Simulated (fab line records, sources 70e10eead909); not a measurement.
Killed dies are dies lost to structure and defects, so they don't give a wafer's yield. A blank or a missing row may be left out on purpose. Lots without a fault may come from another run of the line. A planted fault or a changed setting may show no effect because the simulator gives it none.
fab line records | flow nand_harc
record lots=6 wafers=18 last_day=23
route steps=1159 shown A_SGD_CUT@753 A_SLIT@779 END@1159
lots that met no fault: from a run of the same line without faults
start_h: hours from the record's first day to the start of the lot's first wafer shown | wait_h: hours since the lot's step before | " the same as in the row above | L1.1+2: a row that stands for several wafers | - no value, or no start given | * or withheld: withheld | < > ~ a bound
route shown NAME@n: a module of which the file shows steps, and the number in the route of the first | usual: mean/standard deviation of fault-free wafers | same: alike in all rows | chamber/n: place in a boat | sites: the reading at each site | _std_site: their standard deviation | _edge_site: outer sites' mean less inner sites' | radius_mm: how far each site lies from the wafer's centre | mask NAME#n: copy n | behind: the tool/chamber that last shaped the wafer | hold: why the lot was held/for how many hours/how that ended | device: the transistor (n, p or np) that didn't switch | end of line: the same wafers' tests at the end of the route | a step without rows: its recipe alone | killed: dies lost to structure and defects at the first sort, not the wafer's yield | map: a wafer's dies, x killed, . not, _ none there
set.NAME: the setting as run; set.NAME@STEP: as run at that earlier step | model.NAME: the simulator's own value behind a step, which no gauge read
lots at some steps of the route; a table a step, a row a wafer
services: from which hour (start_h, from the record's first day; less than 0 if before it) a tool's chamber was out of use, for how many hours, and why
## steps
# step NHARC_A_SGD_CUT_SOFTBAKE_04
# recipe temp_c=105 time_s=55
# step NHARC_A_SGD_CUT_EBR_05
# step NHARC_A_SGD_CUT_EXPOSE_06
# recipe na=1.35 dose_mj=85.59 mask_id=SGD
# step NHARC_A_SGD_CUT_PEB_07
# recipe peb_temp_c=100 peb_time_s=65
# step NHARC_A_SGD_CUT_DEVELOP_08
# recipe develop_time_s=35 dev_temp_c=23
# step NHARC_A_SGD_CUT_CD_MEAS_09
# recipe target_cd_nm=100 landing_energy_ev=500
# usual cd_nm=100.0/0.56
# columns lot.wafer tool chamber start_h wait_h cd_nm
L208.3 cd_sem-01 0 310.97 - 99.8
L208.4 " 0 " " 100.4
L208.5 " 0 " " 100.3
L210.1 cd_sem-01 0 326.12 - 100.0
L210.2 " 0 " " 100.6
L210.6 " 0 " " 100.0
L212.1 cd_sem-02 0 333.46 - 100.4
L212.2 " 0 " " 99.8
L212.4 " 0 " " 100.0
L222.1 cd_sem-01 0 390.93 - 99.7
L222.2 " 0 " " 99.1
L222.3 " 0 " " 99.9
L224.2 cd_sem-03 0 410.11 - 100.0
L224.4 " 0 " " 101.0
L224.5 " 0 " " 100.3
L228.1 cd_sem-03 0 420.12 - 99.9
L228.2 " 0 " " 100.6
L228.4 " 0 " " 100.4
# step NHARC_A_SGD_CUT_OVL_MEAS_10
# usual overlay_x_nm=0.0/0.75 overlay_y_nm=0.2/0.82
# columns lot.wafer tool chamber start_h wait_h overlay_x_nm overlay_y_nm
L208.3 overlay-02 - 311.06 - -0.4 1.3
L208.4 " - " " 0.2 0.9
L208.5 " - " " -0.1 2.0
L210.1 overlay-02 - 326.21 - -0.2 0.6
L210.2 " - " " -0.1 0.4
L210.6 " - " " 0.1 0.3
L212.1 overlay-02 - 333.55 - -1.3 -0.3
L212.2 " - " " -1.6 -0.2
L212.4 " - " " -2.3 -0.8
L222.1 overlay-01 - 391.02 - -0.5 -0.6
L222.2 " - " " -0.8 -0.5
L222.3 " - " " -0.5 -0.6
L224.2 overlay-01 - 410.19 - -0.6 0.7
L224.4 " - " " -0.8 0.8
L224.5 " - " " -1.1 1.2
L228.1 overlay-02 - 420.21 - 0.5 -1.2
L228.2 " - " " -0.1 -1.0
L228.4 " - " " 0.2 -0.7
# step NHARC_A_SGD_CUT_INSPECT_11
# usual raw_defect_count=18/9.3
# columns lot.wafer tool chamber start_h wait_h raw_defect_count
L208.3 defect_inspect-01 - 311.09 0.0 12
L208.4 " - " " 8
L208.5 " - " " 6
L210.1 defect_inspect-02 - 326.24 0.0 22
L210.2 " - " " 24
L210.6 " - " " 20
L212.1 defect_inspect-02 - 333.59 0.0 10
L212.2 " - " " 10
L212.4 " - " " 5
L222.1 defect_inspect-01 - 391.06 0.0 29
L222.2 " - " " 32
L222.3 " - " " 32
L224.2 defect_inspect-01 - 410.23 0.0 22
L224.4 " - " " 16
L224.5 " - " " 39
L228.1 defect_inspect-02 - 420.26 0.1 12
L228.2 " - " " 18
L228.4 " - " " 18
# step NHARC_A_SGD_CUT_DESCUM_14
# recipe time_s=3 o2_flow_sccm=200 ar_flow_sccm=0 bias_power_w=0 chemistry=O2
# step NHARC_A_SGD_CUT_ETCH_58
# recipe target_depth_a=390 over_etch_frac=0.3 time_s=65 ion_energy_ev=80 cf4_flow_sccm=150 ar_flow_sccm=0 rf_w=300 bias_w=100 chemistry=CF4
# step NHARC_A_SGD_CUT_ETCH_59
# recipe target_depth_a=2600 over_etch_frac=0.25 time_s=406.25 ion_energy_ev=200 n2_flow_sccm=150 h2_flow_sccm=150 ar_flow_sccm=0 rf_w=400 bias_w=150 chemistry=N2/H2
# step NHARC_A_SGD_CUT_ETCH_15
# recipe target_depth_a=750 time_s=64.3 ch3f_flow_sccm=50 o2_flow_sccm=30 ar_flow_sccm=200 rf_w=500 bias_w=100 chemistry=CH3F/O2
# usual ch3f_flow_sccm=49.99/0.16 chamber_pressure_mTorr=25.000/0.022 drypump_motor_current_A=5.7/0.56 mfc_ar_sccm=200.0/0.53 oes_product_au=0.958/0.016 rf_vpp_V=263.3/1.6 showerhead_plenum_p_Torr=2.43/0.094 throttle_valve_pct=20.663/0.0089
# columns lot.wafer tool chamber start_h wait_h ch3f_flow_sccm chamber_pressure_mTorr drypump_motor_current_A mfc_ar_sccm oes_product_au rf_hours_counter_h rf_vpp_V showerhead_plenum_p_Torr throttle_valve_pct
L208.3 rie_diel-05 3 - - 50.10 25.015 6.2 200.1 0.952 10 262.8 2.38 20.670
L208.4 " 0 " " 49.80 25.022 6.4 199.8 0.948 13 264.4 2.46 20.668
L208.5 " 1 " " 50.43 24.969 6.3 199.4 0.957 - 265.3 2.57 20.666
L210.1 rie_diel-01 1 - - 49.70 25.016 6.6 199.4 0.943 1 262.8 2.43 20.646
L210.2 " 2 " " 50.11 25.028 5.1 200.3 0.951 1 263.9 2.39 20.655
L210.6 " 1 " " 49.77 24.986 6.6 199.3 0.931 - 264.4 2.43 20.673
L212.4 rie_diel-05 2 - - 50.12 25.001 5.5 199.5 0.958 16 264.8 2.55 20.660
L212.2 " 3 " " 50.16 25.005 6.2 200.4 0.947 14 263.1 2.38 20.662
L212.1 " 1 " " 50.00 24.999 6.4 199.9 0.958 18 266.0 2.57 20.668
L222.2 rie_diel-05 0 - - 49.91 25.007 6.4 199.9 0.953 4 263.3 2.46 20.666
L222.3 " 1 " " 49.87 24.979 6.3 200.0 0.965 3 265.1 2.57 20.663
L222.1 " 2 " " 50.08 25.009 5.4 199.8 0.958 3 263.7 2.55 20.657
L224.4 rie_diel-05 3 - - 49.82 25.002 6.2 200.0 0.959 5 262.8 2.37 20.665
L224.2 " 1 " " 49.97 25.040 6.4 200.0 0.949 5 265.6 2.57 20.652
L224.5 " 2 " " 49.69 25.026 5.5 200.1 0.953 - 264.0 2.55 20.663
L228.1 rie_diel-01 3 - - 49.50 24.974 5.9 200.2 0.966 11 263.5 2.34 20.660
L228.2 " 0 " " 50.10 24.971 5.3 200.4 0.973 11 261.5 2.31 20.672
L228.4 " 2 " " 49.70 24.976 5.0 199.5 0.969 9 262.3 2.38 20.649
# step NHARC_A_SGD_CUT_ETCH_16
# recipe target_depth_a=3105 time_s=155.2 c4f8_flow_sccm=withheld o2_flow_sccm=8 ar_flow_sccm=withheld rf_w=600 bias_w=800 chemistry=C4F8/O2/Ar
# usual chamber_pressure_mTorr=25.000/0.023 oes_product_au=0.971/0.013 rf_vpp_V=722/3.8
# columns lot.wafer tool chamber start_h wait_h chamber_pressure_mTorr oes_product_au rf_hours_counter_h rf_vpp_V
L208.3 rie_diel-05 3 311.73 - 25.001 0.965 10 720
L208.4 " 0 " " 24.970 0.952 13 722
L208.5 " 3 " " 25.057 0.958 - 720
L210.2 rie_diel-01 0 326.90 - 24.995 0.968 1 718
L210.1 " 1 " " 25.023 0.956 1 721
L210.6 " 0 " " 24.978 0.976 - 717
L212.4 rie_diel-05 0 334.67 - 25.005 0.969 17 724
L212.1 " 2 " " 25.007 0.985 16 725
L212.2 " 3 " " 24.976 0.972 14 720
L222.1 rie_diel-05 3 391.69 - 25.032 0.960 4 721
L222.3 " 0 " " 24.985 0.965 4 724
L222.2 " 2 " " 24.965 0.975 3 727
L224.4 rie_diel-05 2 410.86 - 24.990 0.961 5 725
L224.2 " 0 " " 25.007 0.957 5 723
L224.5 " 2 " " 25.020 0.978 - 728
L228.2 rie_diel-01 2 420.91 - 25.001 0.984 9 720
L228.1 " 3 " " 24.990 0.989 11 718
L228.4 " 0 " " 25.020 0.995 11 717
# step NHARC_A_SGD_CUT_STRIP_60
# recipe c4f8_flow_sccm=withheld o2_flow_sccm=8 ar_flow_sccm=withheld bias_w=0 chemistry=C4F8/O2/Ar
# step NHARC_A_SGD_CUT_STRIP_17
# recipe o2_flow_sccm=500 ar_flow_sccm=0 bias_w=0 chemistry=O2
# step NHARC_A_SGD_CUT_PRECLEAN_18
# recipe time_s=* temp_c=50 bath_age_min=0 chemistry=SC1
# step NHARC_A_SGD_CUT_SRD_19
# step NHARC_A_SGD_CUT_DEP_20
# recipe target_thk_a=1500 temp_c=65 material=SiO2
# step NHARC_A_SGD_CUT_ANNEAL_27
# recipe temp_c=450 time_s=1800
# step NHARC_A_SGD_CUT_CMP_21
# recipe target_thk_nm=148.19
# usual motor_current_A=11.4/0.83 time_to_endpoint_s=51/3.7
# columns lot.wafer tool chamber start_h wait_h motor_current_A time_to_endpoint_s
L208.3 cmp-01 2 317.00 0.4 11.3 47
L208.4 " 0 " " 10.3 53
L208.5 " 3 " " 12.4 45
L210.1 cmp-01 2 333.36 0.4 11.5 47
L210.2 " 3 " " 12.3 48
L210.6 " 1 " " 11.4 51
L212.4 cmp-04 0 340.30 0.4 10.7 57
L212.2 " 1 " " 11.5 55
L212.1 " 3 " " 11.9 52
L222.2 cmp-01 0 397.62 0.4 10.8 56
L222.1 " 1 " " 12.2 52
L222.3 " 2 " " 11.8 48
L224.4 cmp-01 2 413.95 0.4 11.4 50
L224.2 " 1 " " 11.6 50
L224.5 " 3 " " 12.9 49
L228.4 cmp-04 0 425.28 0.5 11.2 48
L228.2 " 1 " " 12.2 49
L228.1 " 2 " " 11.1 49
# step NHARC_A_SGD_CUT_THK_MEAS_22
# recipe thk_meas_gauge=ellipsometry
# usual thk_nm=148.6/1.6
# columns lot.wafer tool chamber start_h wait_h thk_nm
L208.3 film_metro-01 - 317.26 0.2 147.5
L208.4 " - " " 150.2
L208.5 " - " " 146.7
L210.1 film_metro-02 - 333.57 0.2 149.6
L210.2 " - " " 149.1
L210.6 " - " " 150.0
L212.1 film_metro-01 - 340.55 0.2 147.1
L212.2 " - " " 151.7
L212.4 " - " " 150.1
L222.1 film_metro-02 - 397.85 0.2 150.7
L222.2 " - " " 148.7
L222.3 " - " " 147.1
L224.2 film_metro-01 - 414.21 0.2 148.9
L224.4 " - " " 146.2
L224.5 " - " " 148.3
L228.1 film_metro-01 - 425.51 0.2 147.9
L228.2 " - " " 145.7
L228.4 " - " " 149.6
# step NHARC_A_SGD_CUT_SRD_23
# step NHARC_A_SGD_CUT_ETCH_26
# recipe target_depth_a=458 chemistry=dHF material=SiO2
# step NHARC_A_SGD_CUT_ETCHBACK_24
# recipe target_depth_a=500 over_etch_frac=0.3 time_s=92.857 ion_energy_ev=120 ch3f_flow_sccm=50 o2_flow_sccm=30 ar_flow_sccm=200 rf_w=500 bias_w=100 chemistry=CH3F/O2
# step NHARC_A_SGD_CUT_STRIP_28
# recipe time_s=20 o2_flow_sccm=500 ar_flow_sccm=0 bias_w=0 chemistry=O2
# usual chamber_pressure_mTorr=60.00/0.056 drypump_motor_current_A=5.7/0.55 mfc_ar_sccm=0.009/0.011 oes_product_au=1.000/0.012 rf_vpp_V=57.5/0.93 showerhead_plenum_p_Torr=3.45/0.13 throttle_valve_pct=17.037/0.008
# columns lot.wafer tool chamber start_h wait_h chamber_pressure_mTorr drypump_motor_current_A mfc_ar_sccm oes_product_au rf_hours_counter_h rf_vpp_V showerhead_plenum_p_Torr throttle_valve_pct
L208.3 rie_diel-13 1 - - 59.98 4.8 0.003 1.010 2 56.1 3.42 17.019
L208.4 " 2 " " 60.05 5.4 0.029 1.008 2 57.8 3.68 17.041
L208.5 " 3 " " 60.04 5.4 0 1.002 - 59.0 3.39 17.035
L210.1 rie_diel-05 1 - - 60.12 6.4 0 0.974 17 59.1 3.69 17.035
L210.2 " 2 " " 59.99 5.4 0.012 0.981 16 57.8 3.66 17.038
L210.6 " 1 " " 60.00 6.4 0 0.974 - 56.9 3.69 17.033
L212.4 rie_diel-13 0 - - 59.92 5.9 0.016 0.985 7 55.9 3.32 17.037
L212.1 " 1 " " 59.96 4.8 0.003 1.004 6 57.4 3.42 17.042
L212.2 " 2 " " 60.01 5.3 0.029 1.014 6 56.8 3.68 17.028
L222.2 rie_diel-13 1 - - 60.02 4.8 0.003 1.001 9 57.1 3.42 17.037
L222.1 " 3 " " 59.95 5.4 0 0.996 10 56.9 3.39 17.044
L222.3 " 0 " " 60.01 5.9 0.016 0.996 10 57.0 3.32 17.051
L224.4 rie_diel-05 1 - - 60.00 6.4 0 0.975 5 60.3 3.68 17.048
L224.2 " 2 " " 60.01 5.5 0.012 0.996 5 57.5 3.65 17.049
L224.5 " 1 " " 59.98 6.4 0 0.980 - 58.6 3.68 17.041
L228.2 rie_diel-13 2 - - 59.92 5.4 0.029 1.007 12 57.9 3.68 17.033
L228.4 " 3 " " 60.07 5.4 0 1.005 13 57.3 3.39 17.028
L228.1 " 1 " " 60.00 4.8 0.003 0.997 12 58.5 3.42 17.038
# step NHARC_A_SLIT_DEP_25
# recipe target_thk_a=2000 temp_c=400 pressure_torr=6.5 rf_w=900 teos_flow_sccm=161.4 flow_sccm=2650 target_thk_nm=200 gas=O2 material=SiO2
# step NHARC_A_SLIT_DEP_00
# recipe target_thk_a=32000 temp_c=400 material=aC
# step NHARC_A_SLIT_DEP_23
# recipe target_thk_a=1000 target_thk_nm=100 temp_c=400 pressure_torr=3.5 flow_sccm=200 rf_w=350 material=SiON
# usual heater_power_w=756/79
# columns lot.wafer tool chamber start_h wait_h heater_power_w
L208.3 pecvd-03 1 320.18 1.1 691
L208.4 " 0 " " 556
L208.5 " 1 " " 706
L210.1 pecvd-03 2 338.52 1.8 770
L210.2 " 0 " " 593
L210.6 " 0 " " 592
L212.1 pecvd-03 1 343.65 1.7 662
L212.2 " 2 " " 823
L212.4 " 0 " " 699
L222.3 pecvd-04 2 400.71 1.0 832
L222.2 " 0 " " 820
L222.1 " 1 " " 785
L224.2 pecvd-03 0 418.31 1.3 702
L224.5 " 1 " " 739
L224.4 " 2 " " 790
L228.1 pecvd-03 0 428.78 2.0 592
L228.2 " 1 " " 770
L228.4 " 1 " " 776
# step NHARC_A_SLIT_DEHYDRATE_01
# recipe temp_c=150 time_s=120
# step NHARC_A_SLIT_HMDS_02
# recipe time_s=30
# step NHARC_A_SLIT_COAT_03
# recipe spin_rpm=1500 resist_thk_nm=90
# step NHARC_A_SLIT_SOFTBAKE_04
# recipe temp_c=105 time_s=55
# step NHARC_A_SLIT_EBR_05
# step NHARC_A_SLIT_EXPOSE_06
# recipe na=1.35 dose_mj=60.82 mask_id=SLIT
# step NHARC_A_SLIT_PEB_07
# recipe peb_temp_c=100 peb_time_s=65
# step NHARC_A_SLIT_DEVELOP_08
# recipe develop_time_s=35 dev_temp_c=23
# step NHARC_A_SLIT_CD_MEAS_09
# recipe target_cd_nm=300 landing_energy_ev=500
# usual cd_nm=300.2/0.47
# columns lot.wafer tool chamber start_h wait_h cd_nm
L208.3 cd_sem-01 0 320.68 - 300.4
L208.4 " 0 " " 300.0
L208.5 " 0 " " 300.1
L210.1 cd_sem-02 0 339.17 - 299.7
L210.2 " 0 " " 301.0
L210.6 " 0 " " 301.1
L212.1 cd_sem-03 0 344.30 - 300.2
L212.2 " 0 " " 301.2
L212.4 " 0 " " 300.8
L222.1 cd_sem-01 0 401.54 - 299.3
L222.2 " 0 " " 299.7
L222.3 " 0 " " 299.7
L224.2 cd_sem-02 0 418.99 - 300.5
L224.4 " 0 " " 300.9
L224.5 " 0 " " 301.0
L228.1 cd_sem-02 0 429.34 - 300.4
L228.2 " 0 " " 300.4
L228.4 " 0 " " 300.1
# step NHARC_A_SLIT_OVL_MEAS_10
# usual overlay_x_nm=0.0/0.86 overlay_y_nm=-0.2/0.82
# columns lot.wafer tool chamber start_h wait_h overlay_x_nm overlay_y_nm
L208.3 overlay-02 - 320.77 - -0.7 -0.3
L208.4 " - " " -0.2 -0.6
L208.5 " - " " -0.4 -0.8
L210.1 overlay-01 - 339.26 - -0.4 0.8
L210.2 " - " " 0.8 0.2
L210.6 " - " " 0.8 0.7
L212.1 overlay-02 - 344.39 - 0.0 0.2
L212.2 " - " " 0.1 0.3
L212.4 " - " " -0.4 0.5
L222.1 overlay-02 - 401.64 - 1.1 -0.2
L222.2 " - " " 0.5 -0.5
L222.3 " - " " 0.7 -0.6
L224.2 overlay-02 - 419.08 - 1.6 -0.8
L224.4 " - " " 1.6 -1.5
L224.5 " - " " 1.9 -0.9
L228.1 overlay-01 - 429.43 - 0.3 0.8
L228.2 " - " " 0.4 0.5
L228.4 " - " " 0.4 0.8
# step NHARC_A_SLIT_DESCUM_14
# recipe time_s=3 o2_flow_sccm=200 ar_flow_sccm=0 bias_power_w=0 chemistry=O2
# step NHARC_A_SLIT_ETCH_24
# recipe target_depth_a=1210 time_s=60.5 cf4_flow_sccm=100 chf3_flow_sccm=30 ar_flow_sccm=0 rf_w=500 bias_w=200 chemistry=CF4/CHF3
# usual chamber_pressure_mTorr=24.996/0.022 drypump_motor_current_A=5.7/0.38 mfc_ar_sccm=0.006/0.011 oes_product_au=0.967/0.02 rf_vpp_V=372.1/2 showerhead_plenum_p_Torr=1.62/0.056 throttle_valve_pct=16.803/0.0081
# columns lot.wafer tool chamber start_h wait_h chamber_pressure_mTorr drypump_motor_current_A mfc_ar_sccm oes_product_au rf_hours_counter_h rf_vpp_V showerhead_plenum_p_Torr throttle_valve_pct
L208.4 rie_diel-07 3 320.95 0.1 24.932 5.3 0 0.975 7 367.2 1.47 16.793
L208.3 " 1 " " 25.017 5.2 0 0.962 4 373.4 1.65 16.796
L208.5 " 3 " " 25.007 5.3 0 0.972 - 366.1 1.47 16.795
L210.2 rie_diel-02 0 339.44 0.1 25.009 6.3 0.005 0.971 0 371.6 1.59 16.802
L210.1 " 3 " " 25.028 5.4 0 0.953 0 372.4 1.63 16.817
L210.6 " 0 " " 24.999 6.3 0.005 0.993 - 372.3 1.59 16.803
L212.4 rie_diel-07 1 344.57 0.1 24.999 5.2 0 0.973 6 372.9 1.65 16.814
L212.1 " 2 " " 24.974 5.8 0 0.984 7 372.7 1.64 16.807
L212.2 " 0 " " 25.026 5.1 0 0.974 7 372.2 1.60 16.807
L222.1 rie_diel-07 0 401.83 0.1 25.016 5.0 0 0.949 11 371.8 1.60 16.799
L222.3 " 1 " " 24.981 5.2 0 0.974 10 372.2 1.65 16.803
L222.2 " 2 " " 24.995 5.7 0 0.997 10 372.4 1.64 16.811
L224.4 rie_diel-04 2 419.27 0.1 24.981 5.5 0 0.984 9 369.6 1.60 16.802
L224.2 " 3 " " 25.010 6.4 0.010 0.951 8 372.2 1.64 16.800
L224.5 " 1 " " 25.016 6.0 0 0.979 - 373.6 1.68 16.793
L228.2 rie_diel-07 2 430.07 0.5 24.986 5.8 0 0.949 2 372.6 1.64 16.800
L228.1 " 1 " " 24.993 5.3 0 0.948 2 373.5 1.65 16.790
L228.4 " 3 " " 24.966 5.3 0 0.924 - 368.4 1.47 16.804
# step NHARC_END_SORT_01
# recipe temp_c=25
# usual killed_at_array=29/8.4 killed_at_other=0.7/1.2 killed_at_periphery=3.8/2.1 killed_dies=33/9 killed_open=3.4/2 killed_short=2.1/1.4
# same gross_dies=677
# columns lot.wafer tool chamber start_h wait_h killed_at_array killed_at_other killed_at_periphery killed_dies killed_open killed_short
L222.2 prober-02 0 535.26 2.8 67 0 2 69 3 2
L224.4 prober-01 0 544.88 3.4 60 2 5 67 5 1
L224.5 prober-01 0 545.68 3.7 71 2 7 80 3 4
# killed by level:class
L222.2 A_SGD_CUT:unspecified=41 A_CHANNEL_HOLE_D1:chamber_film_flake=17 A_STAIRCASE:chamber_film_flake=3 A_WL_FILL:geometric_particle:open=2 P_M0:geometric_particle:short=1 A_CHANNEL_FILL_D1:geometric_particle:open=1 A_CHANNEL_FILL_D1:geometric_particle:short=1 P_GATE:chamber_film_flake=1
L224.4 A_SGD_CUT:unspecified=38 A_CHANNEL_HOLE_D1:chamber_film_flake=14 P_CONTACT:geometric_particle:open=2 A_CONTACT:chamber_film_flake=2 THIN_TSV:chamber_film_flake=2 P_CONTACT:geometric_particle:short=1 P_M0:geometric_particle:open=1 A_WL_FILL:geometric_particle:open=1
L224.5 A_SGD_CUT:unspecified=39 A_CHANNEL_HOLE_D1:chamber_film_flake=24 P_GATE:chamber_film_flake=2 A_ZERO_WELL:chamber_film_flake=2 THIN_TSV:chamber_film_flake=2 P_CONTACT:geometric_particle:short=1 P_CONTACT:geometric_particle:open=1 P_M1:geometric_particle:open=1
# map L222.2 (x killed, . not)
____________.____________
_________......._________
_______......x...._______
______.............______
_____..............._____
____.x...............____
____.................____
___..................x___
___...................___
__.....................__
__.....................__
_......................._
_......................._
_....x.................._
_......................._
_........x............x._
..........x..........x...
....................x....
..................x.x....
..................x.xx...
...x..............xx.....
_...................xxx._
_...................x..._
_.................x.xxx._
_......................._
_........x.............._
__.x.xx................__
__.xxxx...x............__
___xxxxx..............___
___xxxxx..............___
____xxxxx............____
____xxxxxx...........____
_____xxxx..........._____
______xxxxx........______
_______xxx........_______
_________xx....._________
____________.____________
# map L224.5 (x killed, . not)
____________.____________
_________......._________
_______..........._______
______.............______
_____..............._____
____.................____
____.................____
___.............x.....___
___..........xx.......___
__.....................__
__.....................__
_........x.............._
_......................._
_......................._
_...x..................._
_.................x....._
...x..........x..........
....x..........x.x....x..
...................x.....
................x.xxxx...
...............x...xxx...
_.................xxxxx._
_.....x.........x.x.x..x_
_.................xxx..._
_..................x...._
_......................._
__x.x..................__
__x.xxxx...............__
___xxxxxx.............___
___xxxxxx.............___
____xxxxx.....x......____
____xxxxx....x.......____
_____xxxx..x...x...._____
______xxxx.........______
_______xx...x....._______
_________......._________
____________.____________
## services
# columns tool chamber start_h hours kind
cmp-04 - 288.59 1.1 repair
rie_diel-04 - 288.98 9.0 pm
pecvd-03 - 292.36 13.0 pm
rie_diel-13 2 297.51 2.9 repair
cmp-01 - 297.73 3.8 repair
cmp-04 - 301.17 4.0 pm
cmp-01 - 303.38 2.4 repair
rie_diel-02 3 307.35 14.0 repair
rie_diel-01 - 314.80 9.0 pm
rie_diel-02 - 327.99 9.0 pm
rie_diel-01 2 332.50 1.7 repair
rie_diel-04 - 333.54 1.4 repair
rie_diel-05 - 340.80 9.0 pm
rie_diel-01 2 352.27 9.4 repair
rie_diel-04 3 370.77 6.0 repair
cmp-01 - 375.65 4.0 pm
pecvd-03 0 383.30 13.1 repair
rie_diel-07 2 384.10 8.5 repair
cmp-04 - 399.17 4.0 pm
rie_diel-01 2 400.87 3.2 repair
rie_diel-05 - 402.94 0.5 repair
rie_diel-07 - 405.20 9.0 pm
cmp-04 - 411.07 2.7 repair
rie_diel-07 0 423.32 7.5 repair
## key
first_sign step=NHARC_END_SORT_01 reading=killed_at_array direction=up sigmas=4.4 usual=29 struck=66
effect step=NHARC_END_SORT_01 reading=killed_dies direction=up sigmas=4.3 usual=33 struck=72
more_kills_born_at NHARC_A_SGD_CUT_ETCH_16@rie_diel-05=118
met_at NHARC_A_SGD_CUT_ETCH_16
struck_wafers L222.2,L224.4,L224.5
tester_left_out L222,L224
onset_between 334.67 391.69
fault kind=chamber_particle_source tool=rie_diel-05 chamber=2 onset_h=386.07 steps=NHARC_A_SGD_CUT_ETCH_16 rate_per_visit_cm2=2.1769 end_h=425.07
# tester_left_out: of these lots the tester's yield and bins aren't shown, on N5 and GAA mostly nor the transistor test; their killed dies are dies lost to structure and defects alone, not to doping, threshold or leakage, so they don't give the yield
